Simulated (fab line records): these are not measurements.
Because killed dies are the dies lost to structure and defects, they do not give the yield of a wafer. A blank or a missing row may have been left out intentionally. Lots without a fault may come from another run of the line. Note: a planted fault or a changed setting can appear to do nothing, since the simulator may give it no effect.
What tool caused it? ; flow n5 finfet ; 30 wafers from 10 lots sampled at 5 of the route's 1938 steps

WHAT THE GAUGES SHOWED, per wafer
N5_BEOL_M4_RC_MEAS_101.
lot;measured;on;VT_N_LONG (mV)
L185;day 9 15:42;prober-02;273.9 275.8 273.5
L190;day 10 19:05;prober-01;276.7 275.3 274.8
L191;day 10 19:42;prober-02;272.9 271.7 273.5
L192;day 11 00:42;prober-01;274.0 275.8 275.1
L194;day 12 00:44;prober-02;275.1 274.0 273.8
L198;day 13 14:25;prober-02;280.5 287.6 278.8
L202;day 13 16:46;prober-01;276.1 275.5 286.1
L203;day 14 10:02;prober-02;274.6 276.9 274.6
L205;day 14 21:56;prober-02;275.0 274.6 277.5
L207;day 15 05:06;prober-01;274.2 273.0 275.7

WHAT TOOL EACH LOT RAN ON (gives the tool, then ch and the chambers of the sampled wafers, and finally the start)
lot;N5_HKMG_FIN_HK_ALD_01;N5_HKMG_FIN_HK_ANNEAL_02;N5_HKMG_FIN_ALD_75;N5_HKMG_FIN_ALD_91
L185;ald hk-01 ch 2,3, day 4 09:37;rtp anneal-02 ch 0, day 4 09:50;ald hk-02 ch 0,2,3, day 4 10:08;ald metal-01 ch 2,3, day 4 15:21
L190;ald hk-02 ch 0,2,3, day 5 11:13;rtp anneal-02 ch 0, day 5 11:30;ald hk-03 ch 1,2,3, day 5 11:58;ald metal-04 ch 0,1,3, day 5 16:51
L191;ald hk-01 ch 1,3, day 5 15:05;rtp anneal-01 ch 0, day 5 15:16;ald hk-02 ch 0,1,3, day 5 15:34;ald metal-04 ch 1,2, day 5 20:23
L192;ald hk-03 ch 1,2,3, day 6 00:55;rtp anneal-02 ch 0, day 6 01:07;ald hk-02 ch 0,1,2, day 6 01:25;ald metal-01 ch 0,1,2, day 6 06:52
L194;ald hk-02 ch 0,2,3, day 6 14:09;rtp anneal-01 ch 0, day 6 14:24;ald hk-03 ch 0,2,3, day 6 14:38;ald metal-01 ch 0,3, day 6 19:26
L198;ald hk-02 ch 0,2,3, day 7 15:44;rtp anneal-01 ch 0, day 7 15:58;ald hk-03 ch 0,3, day 7 16:12;ald metal-01 ch 2,3, day 7 21:50
L202;ald hk-03 ch 1,3, day 8 13:08;rtp anneal-02 ch 0, day 8 13:45;ald hk-02 ch 1,2,3, day 8 14:05;ald metal-01 ch 1,2,3, day 8 19:07
L203;ald hk-03 ch 0,1, day 8 17:00;rtp anneal-02 ch 0, day 8 17:20;ald hk-01 ch 0,2,3, day 8 17:38;ald metal-04 ch 1,3, day 8 23:01
L205;ald hk-02 ch 0,1,3, day 9 05:21;rtp anneal-02 ch 0, day 9 05:43;ald hk-01 ch 2,3, day 9 05:59;ald metal-03 ch 1,2,3, day 9 11:14
L207;ald hk-03 ch 0,1,3, day 9 16:31;rtp anneal-02 ch 0, day 9 16:43;ald hk-01 ch 0,2,3, day 9 17:00;ald metal-03 ch 1,2,3, day 9 21:40
- N5_HKMG_FIN_HK_ALD_01: deposits HfO2, target thk 1.6 nm, pulse time 3 s, purge time 3 s.
- N5_HKMG_FIN_HK_ANNEAL_02: time 30 s.
- N5_HKMG_FIN_ALD_75: deposits Al2O3, target thk 1 nm, co reactant pulse time 1 s.
- N5_HKMG_FIN_ALD_91: deposits TiN, target thk 1 nm, pulse time 1 s, purge time 3 s.

THE ANSWER, worked out from the rows above alone
Rule: the lots themselves supply what counts as usual. The widest of any qualifying gaps counts: lots, ordered by their means at a reading, are off when they make up no more than a third of the lots, leave a main group of 4 or more, and stand apart from it by 3 or more times the standard deviation of that group's means. Not used: any main group whose means are identical at the precision the tables above print for the reading. A lot without any number at a reading at which 4 lots or more have one is off too. Where the step has rows for the other lots, those lots are counted as sound.
Off: at N5_BEOL_M4_RC_MEAS_101 (VT_N_LONG), L198, L202. The main group: mean 274.7 mV, standard deviation 0.92.
If a tool, at a process step before that reading, ran all the lots that are off and no sound lot after the first of them, it fits. Those tools and the gauges at N5_BEOL_M4_RC_MEAS_101 are tried in the same way. One fits: ald metal-01 at N5_HKMG_FIN_ALD_91. Its last sound lot is L194 (day 6 19:26), its first lot that is off L198 (day 7 21:50): a fault that began between those two fits.

WHAT THE SIMULATOR HAD INSERTED
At N5_HKMG_FIN_ALD_91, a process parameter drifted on ald metal-01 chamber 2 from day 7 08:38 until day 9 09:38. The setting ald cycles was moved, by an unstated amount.
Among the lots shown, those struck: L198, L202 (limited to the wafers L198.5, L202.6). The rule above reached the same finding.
